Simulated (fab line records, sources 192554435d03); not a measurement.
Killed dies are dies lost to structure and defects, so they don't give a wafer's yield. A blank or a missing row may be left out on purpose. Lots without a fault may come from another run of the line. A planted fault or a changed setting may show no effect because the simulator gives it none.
Which tool did it? | flow n5_finfet | 10 lots, 27 wafers sampled, at 4 steps of a route of 1938

WHAT THE GAUGES READ, wafer by wafer
N5_BEOL_M4_RC_MEAS_101.
lot  | measured     | on        | DIBL_N (mV/V)  | DIBL_P (mV/V)  | IOFF_N (nA/um) | IOFF_P (nA/um) | IOFF_P_85C (nA/um) | IOFF_P_LIN (nA/um) | IOFF_P_LONG (nA/um)        | ION_N (uA/um) | ION_P (uA/um) | SS_N (mV/dec)  | SS_P (mV/dec)  | VT_N (mV)   | VT_N_LVT (mV) | VT_P (mV)      | VT_P_LONG (mV)
L268 | day 8 10:26  | prober-01 | 38.3 40.0 36.8 | 38.3 40.5 37.0 | 0.19 0.24 0.18 | 0.26 0.31 0.24 | 4.3 5.0 4.1        | 0.115 0.131 0.110  | 0.000109 0.000111 0.00012  | 684 685 685   | 460 469 466   | 71.3 72.7 71.6 | 74.0 74.1 73.1 | 246 244 247 | 92 90 92      | -247 -242 -246 | -274.1 -272.7 -270.6
L269 | day 8 15:17  | prober-02 | 38.1 34.9 36.7 | 38.5 35.8 37.3 | 0.19 0.14 0.17 | 0.23 0.19 0.21 | 3.8 3.4 3.6        | 0.103 0.093 0.098  | 0.000103 0.0001 9.7e-05    | 682 657 676   | 462 450 462   | 72.5 71.9 71.4 | 73.5 72.8 73.5 | 248 253 250 | 95 99 96      | -250 -253 -253 | -277.5 -278.0 -273.8
L272 | day 9 08:15  | prober-02 | 35.1 34.4 36.1 | 35.8 34.5 37.2 | 0.15 0.14 0.18 | 0.20 0.19 0.23 | 3.6 3.3 4.0        | 0.100 0.092 0.109  | 0.000103 0.0001 0.000103   | 688 674 681   | 470 460 468   | 71.5 71.0 71.5 | 73.1 72.3 73.6 | 249 246 246 | 96 97 94      | -250 -252 -248 | -274.0 -276.6 -272.4
L273 | day 9 11:34  | prober-02 | 36.8 35.1 36.4 | 38.0 37.1 37.7 | 0.17 0.14 0.16 | 0.21 0.18 0.20 | 3.6 3.2 3.4        | 0.096 0.089 0.093  | 9.9e-05 0.000103 0.000103  | 669 669 672   | 454 451 450   | 72.3 71.1 71.1 | 73.7 72.7 73.2 | 248 251 246 | 95 97 95      | -254 -251 -253 | -277.6 -278.1 -277.5
L274 | day 9 11:06  | prober-01 | 39.4 39.1 38.0 | 39.6 39.7 38.2 | 0.27 0.25 0.23 | 0.30 0.30 0.27 | 5.0 5.0 4.6        | 0.129 0.130 0.121  | 9.7e-05 0.000104 9.8e-05   | 700 697 697   | 471 473 471   | 72.8 71.7 71.8 | 74.4 74.9 73.8 | 242 241 242 | 87 90 90      | -245 -244 -250 | -275.2 -274.5 -276.2
L275 | day 9 16:11  | prober-02 | 35.6 33.9 34.7 | 36.2 33.8 35.1 | 0.16 0.12 0.14 | 0.19 0.15 0.17 | 3.3 2.8 3.0        | 0.091 0.078 0.082  | 0.000106 0.000108 0.000105 | 684 671 676   | 463 455 463   | 71.6 71.2 71.1 | 73.1 73.2 73.2 | 248 253 249 | 96 100 97     | -250 -254 -253 | -274.6 -273.6 -274.9
L277 | day 11 02:49 | prober-01 | 34.7 34.1 33.1 | 35.4 35.4 34.1 | 0.14 0.14 0.11 | 0.20 0.21 0.18 | 3.5 3.5 3.2        | 0.098 0.099 0.091  | 0.000111 0.000109 0.00011  | 669 676 649   | 461 460 456   | 70.6 70.5 70.7 | 72.9 72.9 73.4 | 253 250 256 | 102 100 105   | -251 -247 -251 | -272.9 -273.3 -275.3
L279 | day 11 05:08 | prober-02 | 36.2 33.7 36.9 | 37.0 33.3 37.8 | 0.16 0.12 0.18 | 0.20 0.15 0.22 | 3.6 2.8 3.8        | 0.092 0.075 0.098  | 9.7e-05 9.7e-05 9.5e-05    | 672 665 673   | 453 450 460   | 71.1 71.1 71.8 | 73.1 72.2 73.6 | 247 252 248 | 95 99 96      | -253 -254 -251 | -281.6 -282.9 -280.0
L286 | day 12 23:22 | prober-02 | 37.9           | 37.3           | 0.15           | 0.62           | 9.0                | 0.283              | 0.000223                   | 671           | 508           | 71.1           | 73.7           | 250         | 129           | -220           | -249.6
L287 | day 13 02:18 | prober-02 | 36.0 37.7      | 35.2 37.2      | 0.16 0.18      | 0.68 0.24      | 9.7 4.2            | 0.320 0.110        | 0.000274 0.00011           | 677 697       | 517 471       | 70.8 71.9      | 73.1 73.8      | 249 247     | 127 93        | -217 -246      | -243.6 -274.9

WHICH TOOL RAN EACH LOT (tool, then ch and the chambers of the sampled wafers, then the start)
lot  | N5_HKMG_FIN_ALD_74              | N5_BEOL_M4_ANNEAL_80         | N5_BEOL_M4_ANNEAL_87
L268 | ald_hk-01 ch 1,2,3, day 4 11:06 | pvd_sputter-01, day 8 07:43  | pvd_sputter-01, day 8 08:09
L269 | ald_hk-03 ch 0,3, day 4 16:14   | pvd_sputter-02, day 8 12:27  | pvd_sputter-02, day 8 12:53
L272 | ald_hk-03 ch 1,2,3, day 5 11:31 | pvd_sputter-02, day 9 05:28  | pvd_sputter-02, day 9 05:55
L273 | ald_hk-03 ch 0,2,3, day 5 16:29 | pvd_sputter-03, day 9 08:45  | pvd_sputter-03, day 9 09:11
L274 | ald_hk-01 ch 1,3, day 5 23:49   | pvd_sputter-01, day 9 08:29  | pvd_sputter-01, day 9 08:55
L275 | ald_hk-01 ch 0,3, day 6 05:47   | pvd_sputter-03, day 9 13:35  | pvd_sputter-03, day 9 14:02
L277 | ald_hk-01 ch 0,1,2, day 6 21:37 | pvd_sputter-02, day 10 23:25 | pvd_sputter-02, day 10 23:51
L279 | ald_hk-02 ch 0,2, day 7 11:39   | pvd_sputter-01, day 11 02:25 | pvd_sputter-01, day 11 02:52
L286 | ald_hk-03 ch 0, day 9 04:13     | pvd_sputter-02, day 12 20:14 | pvd_sputter-02, day 12 20:41
L287 | ald_hk-03 ch 2,3, day 9 06:04   | pvd_sputter-02, day 12 23:43 | pvd_sputter-02, day 13 00:10
- N5_HKMG_FIN_ALD_74: deposits La2O3, target thk 0.5 nm, pulse time 6 s, co reactant pulse time 1 s.
- N5_BEOL_M4_ANNEAL_80: time 240 s.
- N5_BEOL_M4_ANNEAL_87: time 240 s.

WHAT THE TOOLS THEMSELVES READ (means of the sampled wafers that have a number; where no wafer has one, the mark that the record gives instead)
N5_HKMG_FIN_ALD_74.
lot  | tool      | heater_power_w (W) | precursor_pulse_height_rel
L268 | ald_hk-01 | 378                | 0.988
L269 | ald_hk-03 | 324                | 0.994
L272 | ald_hk-03 | 353                | 0.991
L273 | ald_hk-03 | 338                | 1.010
L274 | ald_hk-01 | 369                | 0.991
L275 | ald_hk-01 | 368                | 0.999
L277 | ald_hk-01 | 368                | 1.010
L279 | ald_hk-02 | 356                | 0.979
L286 | ald_hk-03 | 321                | 0.976
L287 | ald_hk-03 | 351                | 1.004

N5_BEOL_M4_ANNEAL_80.
lot  | tool           | heater_power_w (W)
L268 | pvd_sputter-01 | 813
L269 | pvd_sputter-02 | 903
L272 | pvd_sputter-02 | 850
L273 | pvd_sputter-03 | 778
L274 | pvd_sputter-01 | 838
L275 | pvd_sputter-03 | 787
L277 | pvd_sputter-02 | 886
L279 | pvd_sputter-01 | 855
L286 | pvd_sputter-02 | 791
L287 | pvd_sputter-02 | 838

N5_BEOL_M4_ANNEAL_87.
lot  | tool           | heater_power_w (W)
L268 | pvd_sputter-01 | 818
L269 | pvd_sputter-02 | 892
L272 | pvd_sputter-02 | 845
L273 | pvd_sputter-03 | 777
L274 | pvd_sputter-01 | 844
L275 | pvd_sputter-03 | 769
L277 | pvd_sputter-02 | 899
L279 | pvd_sputter-01 | 875
L286 | pvd_sputter-02 | 776
L287 | pvd_sputter-02 | 824

THE ANSWER, worked out from the rows above alone
Rule: what is usual is taken from the lots themselves. Put in order of their means at a reading, lots are off if they are a third of the lots or fewer, leave a main group of 4 or more, and stand apart from it by a gap of 3 or more times the standard deviation of the main group's means; of several such gaps the widest counts. A main group whose means are all the same, to the digits that the tables above print for the reading, isn't used. A lot without any number at a reading at which 4 lots or more have one is off too. The other lots that the step has rows for count as sound. The gauges are gone through in route order, then the tools' own readings, and for those a lot's mean is taken as printed above. The first step at which some lot is off is used, and at that step the reading that is off furthest; a lot without a number counts as furthest.
Off: L286, L287, at N5_BEOL_M4_RC_MEAS_101 (IOFF_P_LONG). The main group: mean 0.000104 nA/um, standard deviation 5.4e-06.
A tool fits if, at a process step before that reading, it ran every lot that is off, and no sound lot after the first of them. The gauges at N5_BEOL_M4_RC_MEAS_101 are tried like those tools. Can't be told from this: 3 tools fit, ald_hk-03 at N5_HKMG_FIN_ALD_74, pvd_sputter-02 at N5_BEOL_M4_ANNEAL_80 and N5_BEOL_M4_ANNEAL_87, prober-02 at N5_BEOL_M4_RC_MEAS_101.

WHAT THE SIMULATOR HAD PUT IN
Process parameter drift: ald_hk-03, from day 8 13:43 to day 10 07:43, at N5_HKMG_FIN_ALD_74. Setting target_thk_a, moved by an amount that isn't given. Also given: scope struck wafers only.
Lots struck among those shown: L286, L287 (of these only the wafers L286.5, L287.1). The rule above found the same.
